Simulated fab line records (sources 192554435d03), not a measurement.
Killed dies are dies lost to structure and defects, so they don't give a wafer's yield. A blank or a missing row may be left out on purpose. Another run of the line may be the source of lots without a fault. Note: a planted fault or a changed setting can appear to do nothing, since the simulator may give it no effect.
Split-lot trial | flow n5Finfet | route with 1938 steps; 7 lots, 21 wafers read

ABOUT THE SPLIT
At N5_BEOL_M5_COAT_05 (resist thk 30 nm), the setting spinRpm was moved away from the recipe's 1500 rpm on 8 of the 21 wafers read, by -10.7% to +8.6%. All remaining wafers had this setting at the recipe value.

The reading comes from the split's own step.

THE READING
CAR-EUV_of_BEOL_M5_COAT_05.thkNm (the simulator's own value, which no gauge read), in nm, at N5_BEOL_M5_COAT_05 (resist thk 30 nm). The file gives no usual value for it. Average 30.0 nm, standard deviation 0.12 nm, over the 13 wafers here run with the recipe.

wafer  | tool, chamber at the split | spinRpm as run, rpm | against the recipe | CAR-EUV_of_BEOL_M5_COAT_05.thkNm, nm | against lot-mates on the recipe
L074.1 | lithoTrack-02, 0           | 1500                | recipe             | 30                                   | -
L074.3 | lithoTrack-02, 0           | 1500                | recipe             | 30                                   | -
L074.5 | lithoTrack-02, 0           | 1560                | +4.0%              | 29.4                                 | -0.6
L083.2 | lithoTrack-03, 0           | 1500                | recipe             | 30.2                                 | -
L083.5 | lithoTrack-03, 0           | 1500                | recipe             | 30.2                                 | -
L083.4 | lithoTrack-03, 0           | 1629                | +8.6%              | 28.8                                 | -1.4
L087.2 | lithoTrack-03, 0           | 1500                | recipe             | 30                                   | -
L087.3 | lithoTrack-03, 0           | 1426                | -4.9%              | 30.6                                 | +0.6
L087.5 | lithoTrack-03, 0           | 1426                | -4.9%              | 30.6                                 | +0.6
L086.4 | lithoTrack-03, 0           | 1500                | recipe             | 30                                   | -
L086.5 | lithoTrack-03, 0           | 1500                | recipe             | 30.2                                 | -
L086.6 | lithoTrack-03, 0           | 1622                | +8.1%              | 28.8                                 | -1.3
L091.1 | lithoTrack-03, 0           | 1412                | -5.9%              | 30.8                                 | +0.8
L091.3 | lithoTrack-03, 0           | 1500                | recipe             | 30                                   | -
L091.4 | lithoTrack-03, 0           | 1412                | -5.9%              | 31                                   | +1.0
L093.2 | lithoTrack-04, 0           | 1500                | recipe             | 29.8                                 | -
L093.5 | lithoTrack-04, 0           | 1500                | recipe             | 29.8                                 | -
L093.6 | lithoTrack-04, 0           | 1339                | -10.7%             | 31.6                                 | +1.8
L097.1 | lithoTrack-03, 0           | 1500                | recipe             | 30                                   | -
L097.2 | lithoTrack-03, 0           | 1500                | recipe             | 30                                   | -
L097.6 | lithoTrack-03, 0           | 1500                | recipe             | 30                                   | -

FIT RESULTS
A straight line over all 21 wafers: CAR-EUV_of_BEOL_M5_COAT_05.thkNm changes by -0.144 nm for each +1% of spinRpm; r = -0.98; the points scatter about the line by 0.12 nm.
The same after taking each lot's own level away (the mean of its wafers on the recipe; 21 wafers): -0.157 nm for each +1%; r = -0.99; scatter 0.077 nm.
According to that fit, moving spinRpm by its largest amount changes the reading by 1.7 nm.
From 29.80 to 30.20 nm: that is the span of the lots' own levels, equal to 3.2 times the standard deviation above.
So the lot-to-lot level changes the slope little: the two slopes agree.
Check: for one of the wafers moved furthest among these (-10.7%), held out of the fit, the line's prediction against its lot-mates is +1.61 nm. Against them it came out at +1.8 nm.

OTHER SPLITS ON THESE WAFERS
Note: prior to the reading, these wafers also went through further splits. Each is held against what the fit with the lots' levels taken away leaves over:
other split on the same wafers | wafers away from the commonest value | r with CAR-EUV_of_BEOL_M5_COAT_05.thkNm (lot level and that fit taken away)
N5_BEOL_M1_COAT_61 spinRpm     | 6                                    | +0.09
N5_BEOL_M2_COAT_22 spinRpm     | 6                                    | -0.10
N5_BEOL_M2_ALD_98 aldCycles    | 6                                    | -0.18
N5_BEOL_M3_EXPOSE_25 doseMj    | 7                                    | -0.03
N5_BEOL_M3_ETCH_70 sourceW     | 7                                    | +0.23
N5_BEOL_M4_ETCH_64 timeS       | 8                                    | +0.34
N5_BEOL_M4_COAT_76 spinRpm     | 8                                    | +0.17

FILE'S OWN FIT
CAR-EUV_of_BEOL_M5_COAT_05.thkNm changes by -0.159 nm for each +1% of spinRpm, r = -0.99.
